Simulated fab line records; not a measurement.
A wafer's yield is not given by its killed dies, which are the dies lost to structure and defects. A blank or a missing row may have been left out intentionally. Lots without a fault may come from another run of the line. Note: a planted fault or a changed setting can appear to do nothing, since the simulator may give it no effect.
Which of the tools did it? | flow nand harc | 6 lots with 16 wafers sampled at 6 steps, on a route of 1302 steps

WHAT THE GAUGES SHOWED, per wafer
NHARC_END_SORT_01.
lot  | measured     | on        | killed at array
L712 | day 30 16:33 | prober-01 | 99

EACH LOT AND THE TOOL THAT RAN IT (in order: tool; ch and the chambers of the sampled wafers; start)
lot  | NHARC_A_STAIRCASE_DEP_259       | NHARC_A_STAIRCASE_CMP_450     | NHARC_A_STAIRCASE_ETCHBACK_422     | NHARC_A_SGD_CUT_DEP_00          | NHARC_A_SGD_CUT_DESCUM_14
L702 | pecvd-03 ch 0,1, day 17 11:53   | cmp-01 ch 2,3, day 20 03:44   | rie diel-12 ch 1,2,3, day 20 04:19 | pecvd-03 ch 1,2, day 20 05:37   | rie diel-05 ch 0,1,3, day 20 06:32
L704 | pecvd-02 ch 0,2, day 17 22:28   | cmp-04 ch 0,1,3, day 20 14:09 | rie diel-03 ch 0,1,3, day 20 14:42 | pecvd-03 ch 0,1,2, day 20 16:00 | rie diel-05 ch 1,2,3, day 20 16:48
L706 | pecvd-04 ch 0,1, day 19 08:56   | cmp-02 ch 2,3, day 22 01:49   | rie diel-03 ch 0,1,3, day 22 02:26 | pecvd-04 ch 0,2, day 22 03:53   | rie diel-04 ch 0,1, day 22 04:47
L712 | pecvd-03 ch 2, day 22 03:06     | cmp-04 ch 2, day 24 10:35     | rie diel-12 ch 1, day 24 11:07     | pecvd-01 ch 0, day 24 12:29     | rie diel-06 ch 1, day 24 14:45
L720 | pecvd-04 ch 0,1,2, day 25 17:23 | cmp-04 ch 0,3, day 28 09:32   | rie diel-13 ch 0,1,3, day 28 10:06 | pecvd-01 ch 0,1,2, day 28 11:28 | rie diel-05 ch 1,2,3, day 28 12:12
L721 | pecvd-03 ch 0,1,2, day 25 22:47 | cmp-02 ch 0,1,3, day 28 08:32 | rie diel-13 ch 1,2, day 28 09:05   | pecvd-04 ch 0,1, day 28 10:26   | rie diel-04 ch 0,1,2, day 28 11:22
- NHARC_A_STAIRCASE_DEP_259: deposits SiON, target thk 30 nm.
- NHARC_A_STAIRCASE_CMP_450: polishes SiO2, target thk 200 nm.
- NHARC_A_STAIRCASE_ETCHBACK_422: etches the open film in CH3F/O2, target depth 40 nm, time 74.286 s.
- NHARC_A_SGD_CUT_DEP_00: deposits SiNx, target thk 50 nm.
- NHARC_A_SGD_CUT_DESCUM_14: chemistry O2, time 3 s.

THE ANSWER, worked out from the rows above alone
Rule: the usual values come from the lots themselves. The widest of any qualifying gaps counts: lots, ordered by their means at a reading, are off when they make up no more than a third of the lots, leave a main group of 4 or more, and stand apart from it by 3 or more times the standard deviation of that group's means. Not used: any main group whose means are identical at the precision the tables above print for the reading. Also off: a lot with no number at a reading for which 4 or more lots have one. Where the step has rows for the other lots, those lots are counted as sound.
Nothing can be told from this: no lot is off at any reading shown.

WHAT THE SIMULATOR HAD PUT IN
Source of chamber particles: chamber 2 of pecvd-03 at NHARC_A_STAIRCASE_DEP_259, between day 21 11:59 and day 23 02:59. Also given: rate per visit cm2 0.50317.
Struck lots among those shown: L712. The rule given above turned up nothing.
